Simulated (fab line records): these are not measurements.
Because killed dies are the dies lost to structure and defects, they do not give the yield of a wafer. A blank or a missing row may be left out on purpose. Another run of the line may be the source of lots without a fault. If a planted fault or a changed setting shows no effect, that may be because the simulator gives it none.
Split-lot experiment || flow n5_finfet || 7 lots, 39 wafers read, on a route of 1938 steps

== THE SPLIT ITSELF ==
At N5_HKMG_FIN_ETCH_32 (etches SOC in N2/H2, target depth 240 nm, time 300 s), the setting source_w was moved away from the recipe's 840 W on 18 of the 39 wafers read, by -10.9% to +19.2%. The other wafers ran this setting at the recipe's value.

The reading is taken at the split's own step.

== THE READING ==
rf_vpp_V, in V, at N5_HKMG_FIN_ETCH_32 (etches SOC in N2/H2, target depth 240 nm, time 300 s). Typical for fault-free wafers on this fab line: 525.1 V, with standard deviation 1.8 V.

{"wafer": "L074.1", "tool, chamber at the split": "rie_diel-06, 3", "source_w as run, W": 840, "against the recipe": "recipe", "rf_vpp_V, V": 524.7, "against lot-mates on the recipe": "-"}
{"wafer": "L074.2", "tool, chamber at the split": "rie_diel-06, 0", "source_w as run, W": 748.4, "against the recipe": "-10.9%", "rf_vpp_V, V": 545.6, "against lot-mates on the recipe": "+19.0"}
{"wafer": "L074.3", "tool, chamber at the split": "rie_diel-06, 2", "source_w as run, W": 748.4, "against the recipe": "-10.9%", "rf_vpp_V, V": 545.5, "against lot-mates on the recipe": "+18.9"}
{"wafer": "L074.4", "tool, chamber at the split": "rie_diel-06, 1", "source_w as run, W": 840, "against the recipe": "recipe", "rf_vpp_V, V": 527.0, "against lot-mates on the recipe": "-"}
{"wafer": "L074.5", "tool, chamber at the split": "rie_diel-06, 1", "source_w as run, W": 840, "against the recipe": "recipe", "rf_vpp_V, V": 528.2, "against lot-mates on the recipe": "-"}
{"wafer": "L074.6", "tool, chamber at the split": "rie_diel-06, 0", "source_w as run, W": 748.4, "against the recipe": "-10.9%", "rf_vpp_V, V": 545.4, "against lot-mates on the recipe": "+18.8"}
{"wafer": "L076.1", "tool, chamber at the split": "rie_diel-02, 3", "source_w as run, W": 840, "against the recipe": "recipe", "rf_vpp_V, V": 522.9, "against lot-mates on the recipe": "-"}
{"wafer": "L076.4", "tool, chamber at the split": "rie_diel-02, 0", "source_w as run, W": 840, "against the recipe": "recipe", "rf_vpp_V, V": 529.5, "against lot-mates on the recipe": "-"}
{"wafer": "L076.6", "tool, chamber at the split": "rie_diel-02, 3", "source_w as run, W": 840, "against the recipe": "recipe", "rf_vpp_V, V": 525.8, "against lot-mates on the recipe": "-"}
{"wafer": "L079.1", "tool, chamber at the split": "rie_diel-02, 0", "source_w as run, W": 951.6, "against the recipe": "+13.3%", "rf_vpp_V, V": 508.4, "against lot-mates on the recipe": -15.1}
{"wafer": "L079.2", "tool, chamber at the split": "rie_diel-02, 3", "source_w as run, W": 840, "against the recipe": "recipe", "rf_vpp_V, V": 524.8, "against lot-mates on the recipe": "-"}
{"wafer": "L079.3", "tool, chamber at the split": "rie_diel-02, 2", "source_w as run, W": 951.6, "against the recipe": "+13.3%", "rf_vpp_V, V": 502.1, "against lot-mates on the recipe": -21.4}
{"wafer": "L079.4", "tool, chamber at the split": "rie_diel-02, 1", "source_w as run, W": 840, "against the recipe": "recipe", "rf_vpp_V, V": 522.9, "against lot-mates on the recipe": "-"}
{"wafer": "L079.5", "tool, chamber at the split": "rie_diel-02, 2", "source_w as run, W": 840, "against the recipe": "recipe", "rf_vpp_V, V": 522.7, "against lot-mates on the recipe": "-"}
{"wafer": "L079.6", "tool, chamber at the split": "rie_diel-02, 3", "source_w as run, W": 951.6, "against the recipe": "+13.3%", "rf_vpp_V, V": 504.2, "against lot-mates on the recipe": -19.3}
{"wafer": "L082.1", "tool, chamber at the split": "rie_diel-06, 1", "source_w as run, W": 1001, "against the recipe": "+19.2%", "rf_vpp_V, V": 497.4, "against lot-mates on the recipe": -27.1}
{"wafer": "L082.2", "tool, chamber at the split": "rie_diel-06, 3", "source_w as run, W": 840, "against the recipe": "recipe", "rf_vpp_V, V": 524.3, "against lot-mates on the recipe": "-"}
{"wafer": "L082.3", "tool, chamber at the split": "rie_diel-06, 2", "source_w as run, W": 840, "against the recipe": "recipe", "rf_vpp_V, V": 523.8, "against lot-mates on the recipe": "-"}
{"wafer": "L082.4", "tool, chamber at the split": "rie_diel-06, 0", "source_w as run, W": 840, "against the recipe": "recipe", "rf_vpp_V, V": 525.5, "against lot-mates on the recipe": "-"}
{"wafer": "L082.5", "tool, chamber at the split": "rie_diel-06, 1", "source_w as run, W": 1001, "against the recipe": "+19.2%", "rf_vpp_V, V": 496.5, "against lot-mates on the recipe": -28.0}
{"wafer": "L082.6", "tool, chamber at the split": "rie_diel-06, 0", "source_w as run, W": 1001, "against the recipe": "+19.2%", "rf_vpp_V, V": 493.3, "against lot-mates on the recipe": -31.2}
{"wafer": "L091.1", "tool, chamber at the split": "rie_diel-02, 3", "source_w as run, W": 840, "against the recipe": "recipe", "rf_vpp_V, V": 523.8, "against lot-mates on the recipe": "-"}
{"wafer": "L091.2", "tool, chamber at the split": "rie_diel-02, 2", "source_w as run, W": 780.2, "against the recipe": "-7.1%", "rf_vpp_V, V": 535.2, "against lot-mates on the recipe": "+10.7"}
{"wafer": "L091.3", "tool, chamber at the split": "rie_diel-02, 0", "source_w as run, W": 780.2, "against the recipe": "-7.1%", "rf_vpp_V, V": 541.7, "against lot-mates on the recipe": "+17.2"}
{"wafer": "L091.4", "tool, chamber at the split": "rie_diel-02, 1", "source_w as run, W": 780.2, "against the recipe": "-7.1%", "rf_vpp_V, V": 535.9, "against lot-mates on the recipe": "+11.4"}
{"wafer": "L091.5", "tool, chamber at the split": "rie_diel-02, 1", "source_w as run, W": 840, "against the recipe": "recipe", "rf_vpp_V, V": 523.0, "against lot-mates on the recipe": "-"}
{"wafer": "L091.6", "tool, chamber at the split": "rie_diel-02, 0", "source_w as run, W": 840, "against the recipe": "recipe", "rf_vpp_V, V": 526.7, "against lot-mates on the recipe": "-"}
{"wafer": "L093.1", "tool, chamber at the split": "rie_diel-06, 2", "source_w as run, W": 840, "against the recipe": "recipe", "rf_vpp_V, V": 523.4, "against lot-mates on the recipe": "-"}
{"wafer": "L093.2", "tool, chamber at the split": "rie_diel-06, 0", "source_w as run, W": 968.5, "against the recipe": "+15.3%", "rf_vpp_V, V": 498.0, "against lot-mates on the recipe": -27.6}
{"wafer": "L093.3", "tool, chamber at the split": "rie_diel-06, 1", "source_w as run, W": 840, "against the recipe": "recipe", "rf_vpp_V, V": 528.1, "against lot-mates on the recipe": "-"}
{"wafer": "L093.4", "tool, chamber at the split": "rie_diel-06, 3", "source_w as run, W": 968.5, "against the recipe": "+15.3%", "rf_vpp_V, V": 500.1, "against lot-mates on the recipe": -25.5}
{"wafer": "L093.5", "tool, chamber at the split": "rie_diel-06, 3", "source_w as run, W": 840, "against the recipe": "recipe", "rf_vpp_V, V": 525.3, "against lot-mates on the recipe": "-"}
{"wafer": "L093.6", "tool, chamber at the split": "rie_diel-06, 2", "source_w as run, W": 968.5, "against the recipe": "+15.3%", "rf_vpp_V, V": 499.8, "against lot-mates on the recipe": -25.8}
{"wafer": "L096.1", "tool, chamber at the split": "rie_diel-06, 1", "source_w as run, W": 997.7, "against the recipe": "+18.8%", "rf_vpp_V, V": 496.7, "against lot-mates on the recipe": -26.8}
{"wafer": "L096.2", "tool, chamber at the split": "rie_diel-06, 2", "source_w as run, W": 840, "against the recipe": "recipe", "rf_vpp_V, V": 523.9, "against lot-mates on the recipe": "-"}
{"wafer": "L096.3", "tool, chamber at the split": "rie_diel-06, 0", "source_w as run, W": 840, "against the recipe": "recipe", "rf_vpp_V, V": 522.9, "against lot-mates on the recipe": "-"}
{"wafer": "L096.4", "tool, chamber at the split": "rie_diel-06, 3", "source_w as run, W": 840, "against the recipe": "recipe", "rf_vpp_V, V": 523.8, "against lot-mates on the recipe": "-"}
{"wafer": "L096.5", "tool, chamber at the split": "rie_diel-06, 0", "source_w as run, W": 997.7, "against the recipe": "+18.8%", "rf_vpp_V, V": 494.8, "against lot-mates on the recipe": -28.7}
{"wafer": "L096.6", "tool, chamber at the split": "rie_diel-06, 1", "source_w as run, W": 997.7, "against the recipe": "+18.8%", "rf_vpp_V, V": 495.5, "against lot-mates on the recipe": -28.0}

THE FIT
A straight line over all 39 wafers: rf_vpp_V changes by -1.62 V for each +1% of source_w; r = -0.99; the points scatter about the line by 2.2 V.
The same after taking each lot's own level away (the mean of its wafers on the recipe; 39 wafers): -1.58 V for each +1%; r = -0.99; scatter 2.1 V.
The reading moves by 30 V for the largest change in source_w, on that fit.
The span of the lots' own levels, 523.47 to 526.63 V, comes to 1.8 times the standard deviation stated above.
The two slopes agree, so the slope changes little with the lot-to-lot level.
Check: with one of the wafers moved furthest among these (+19.2%) left out of the fit, the line predicts -30 V for it against its lot-mates. It came out at -27.1 V against them.
Tool readings at the split's step, against how far the setting was moved: rf_vpp_V r = -0.99.

== ADDITIONAL SPLITS CARRIED BY THESE WAFERS ==
Note: prior to the reading, these wafers also went through further splits. Each is held against what the fit with the lots' levels taken away leaves over:
{"other split on the same wafers": "N5_FIN_CUT_ETCH_21 time_s", "wafers away from the commonest value": 9, "r with rf_vpp_V (lot level and that fit taken away)": -0.01}
{"other split on the same wafers": "N5_DUMMY_GATE_ETCH_37 source_w", "wafers away from the commonest value": 9, "r with rf_vpp_V (lot level and that fit taken away)": -0.35}
{"other split on the same wafers": "N5_DUMMY_GATE_ETCH_31 target_depth_a", "wafers away from the commonest value": 15, "r with rf_vpp_V (lot level and that fit taken away)": "+0.16"}

== THE WHOLE CHAIN: every reading that the file lists as answering this split, in the file's order ==
{"step": "N5_HKMG_FIN_ETCH_32", "what it does": "etches SOC in N2/H2, target depth 240 nm, time 300 s", "reading": "rf_vpp_V", "change (the file's fit)": "-1.56 V for each +1% of the setting", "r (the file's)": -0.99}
{"step": "N5_HKMG_FIN_ETCH_32", "what it does": "etches SOC in N2/H2, target depth 240 nm, time 300 s", "reading": "HKMG_FIN.feature_depth_nm (the simulator's own value, which no gauge read)", "change (the file's fit)": "+2.01 nm for each +1% of the setting", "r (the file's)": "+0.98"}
{"step": "N5_HKMG_FIN_ETCH_32", "what it does": "etches SOC in N2/H2, target depth 240 nm, time 300 s", "reading": "etch.depth_nm (the simulator's own value, which no gauge read)", "change (the file's fit)": "+2.01 nm for each +1% of the setting", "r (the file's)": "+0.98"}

== FILE'S OWN FIT ==
rf_vpp_V changes by -1.56 V for each +1% of source_w, r = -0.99.
